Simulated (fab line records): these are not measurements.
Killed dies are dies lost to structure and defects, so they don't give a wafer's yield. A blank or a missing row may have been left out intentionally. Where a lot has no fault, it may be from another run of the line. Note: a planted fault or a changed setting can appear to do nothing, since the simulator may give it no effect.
Split-lot study + flow n5_finfet + 7 lots, 21 wafers read, on a route of 1938 steps

THE SPLIT ITSELF
At N5_BEOL_M0_ETCH_138 (etches SiCN in CH3F/O2, target depth 12 nm, time 31.6 s), the setting bias_w was moved away from the recipe's 75 W on 4 of the 21 wafers read, by -6.0% to +7.5%. For the rest of the wafers, this setting stayed at what the recipe calls for.

The reading comes from the split's own step.

THE READING
rf_vpp_V, in V, at N5_BEOL_M0_ETCH_138 (etches SiCN in CH3F/O2, target depth 12 nm, time 31.6 s). Fault-free wafers of this fab line usually give 297.2 V, standard deviation 2.1 V.

| wafer  | tool, chamber at the split | bias_w as run, W | against the recipe | rf_vpp_V, V | against lot-mates on the recipe |
|--------|----------------------------|------------------|--------------------|-------------|---------------------------------|
| L077.2 | rie_diel-05, 0             | 70.6             | -5.9%              | 286.8       | -9.7                            |
| L077.3 | rie_diel-05, 2             | 75               | recipe             | 291.9       | -                               |
| L077.4 | rie_diel-05, 3             | 75               | recipe             | 301.2       | -                               |
| L080.2 | rie_diel-04, 1             | 75               | recipe             | 297.4       | -                               |
| L080.4 | rie_diel-04, 3             | 80.66            | +7.5%              | 311.6       | +14.7                           |
| L080.5 | rie_diel-04, 2             | 75               | recipe             | 296.4       | -                               |
| L084.1 | rie_diel-05, 0             | 70.52            | -6.0%              | 285.3       | -15.9                           |
| L084.2 | rie_diel-05, 2             | 70.52            | -6.0%              | 282.3       | -18.9                           |
| L084.4 | rie_diel-05, 3             | 75               | recipe             | 301.2       | -                               |
| L085.2 | rie_diel-04, 2             | 75               | recipe             | 295.9       | -                               |
| L085.4 | rie_diel-04, 0             | 75               | recipe             | 301.0       | -                               |
| L085.5 | rie_diel-04, 3             | 75               | recipe             | 295.8       | -                               |
| L087.2 | rie_diel-05, 1             | 75               | recipe             | 296.8       | -                               |
| L087.3 | rie_diel-05, 2             | 75               | recipe             | 293.8       | -                               |
| L087.5 | rie_diel-05, 2             | 75               | recipe             | 293.9       | -                               |
| L090.2 | rie_diel-05, 0             | 75               | recipe             | 296.7       | -                               |
| L090.3 | rie_diel-05, 3             | 75               | recipe             | 300.6       | -                               |
| L090.5 | rie_diel-05, 0             | 75               | recipe             | 297.8       | -                               |
| L091.1 | rie_diel-05, 3             | 75               | recipe             | 299.6       | -                               |
| L091.4 | rie_diel-05, 2             | 75               | recipe             | 294.2       | -                               |
| L091.6 | rie_diel-05, 1             | 75               | recipe             | 299.9       | -                               |

THE FIT
A straight line over all 21 wafers: rf_vpp_V changes by +2.03 V for each +1% of bias_w; r = +0.90; the points scatter about the line by 2.8 V.
The same after taking each lot's own level away (the mean of its wafers on the recipe; 21 wafers): +2.29 V for each +1%; r = +0.92; scatter 2.8 V.
The reading moves by 17 V for the largest change in bias_w, on that fit.
Across the lots, their own levels run from 294.83 to 301.20 V, a range of 3.0 times the standard deviation given above.
In other words, the slope is changed by the lot-to-lot level; the two fits disagree.
Check: +18.9 V against its lot-mates is what the line predicts for one of the wafers moved furthest among these (+7.5%) when that wafer is left out of the fit. Against them it came out at +14.7 V.
Tool readings at the split's step, against how far the setting was moved: rf_vpp_V r = +0.90.

OTHER SPLITS APPLIED TO THESE WAFERS
These wafers also went through other splits before the reading. Each is held against what the fit with the lots' levels taken away leaves over:
| other split on the same wafers            | wafers away from the commonest value | r with rf_vpp_V (lot level and that fit taken away) |
|-------------------------------------------|--------------------------------------|-----------------------------------------------------|
| N5_MOL_CONTACT_COAG_ETCH_110 bias_w       | 7                                    | +0.10                                               |
| N5_MOL_CONTACT_COAG_COAT_64 spin_rpm      | 12                                   | +0.26                                               |
| N5_MOL_CONTACT_COAG_COAT_34 spin_rpm      | 9                                    | +0.27                                               |
| N5_BEOL_M0_SAQP_SPACER1_ALD_98 ald_cycles | 4                                    | +0.33                                               |

THE FILE'S OWN FIT
rf_vpp_V changes by +2.14 V for each +1% of bias_w, r = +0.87.
